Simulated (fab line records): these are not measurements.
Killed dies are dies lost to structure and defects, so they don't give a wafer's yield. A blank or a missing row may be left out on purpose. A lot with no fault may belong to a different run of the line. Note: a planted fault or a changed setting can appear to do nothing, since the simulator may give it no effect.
Matching of chambers | flow n5-finfet | uv-cure-03 running N5_BEOL_M10_CURE_71: 3 sister chambers
The step cures SiCOH lowk, time 240 s. 16 wafers are shown with their chamber, then 8 later ones without.

EACH WAFER AND ITS CHAMBER
wafer  | chamber | wafer_temp_C_max | lamp-power-pct (%)
L077.2 | 2       | 386.6            | 52.31
L077.3 | 2       | 386.9            | 52.39
L077.5 | 2       | 387.0            | 52.26
L080.2 | 2       | 387.6            | 52.33
L080.3 | 2       | 387.1            | 52.32
L080.4 | 2       | 387.5            | 52.37
L082.1 | 2       | 387.0            | 52.29
L082.2 | 2       | 387.1            | 52.41
L082.3 | 2       | 386.7            | 52.37
L082.4 | 2       | 386.8            | 52.33
L082.5 | 2       | 386.8            | 52.30
L082.6 | 2       | 386.8            | 52.33
L085.2 | 1       | 386.3            | 52.30
L085.3 | 1       | 386.6            | 52.24
L085.4 | 1       | 386.4            | 52.39
L087.2 | 0       | 387.3            | 52.28

SIGNATURES (means of the wafers above)
reading          | chamber 0 | chamber 1 | chamber 2 | scatter within a chamber
wafer_temp_C_max | 387.300   | 386.433   | 386.992   | 0.285
lamp-power-pct   | 52.2800   | 52.3100   | 52.3342   | 0.0498
Rule: for each reading, subtract the chamber's mean from the wafer's reading, divide by that reading's scatter and square the result; add these up over the readings and take the root, which gives the wafer's distance from the chamber. If the next closest chamber is less than 2 further off than the closest, the wafer can't be placed; otherwise it belongs to the closest. The scatter is the square root of a quotient: the sum, over the shown wafers, of each reading's squared deviation from its chamber's mean, divided by wafers minus chambers.

WAFERS WITHOUT THEIR CHAMBER
wafer  | wafer_temp_C_max | lamp-power-pct (%)
L087.4 | 387.4            | 52.34
L087.6 | 386.9            | 52.24
L093.1 | 386.3            | 52.37
L093.2 | 386.8            | 52.30
L093.5 | 386.4            | 52.35
L097.2 | 386.9            | 52.40
L097.3 | 386.9            | 52.37
L097.5 | 386.5            | 52.27

EACH ONE'S CHAMBER
wafer  | from the rows above          | in truth
L087.4 | can't be placed: 0 or 2      | 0
L087.6 | can't be placed: 0 or 2 or 1 | 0
L093.1 | can't be placed: 1 or 2      | 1
L093.2 | can't be placed: 2 or 1 or 0 | 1
L093.5 | can't be placed: 1 or 2      | 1
L097.2 | can't be placed: 2 or 1 or 0 | 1
L097.3 | can't be placed: 2 or 1 or 0 | 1
L097.5 | can't be placed: 1 or 2 or 0 | 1
0 of 8 placed correctly. Not placeable from these rows: 8 (in 8, the candidates include the true chamber). Number placed wrongly: 0.
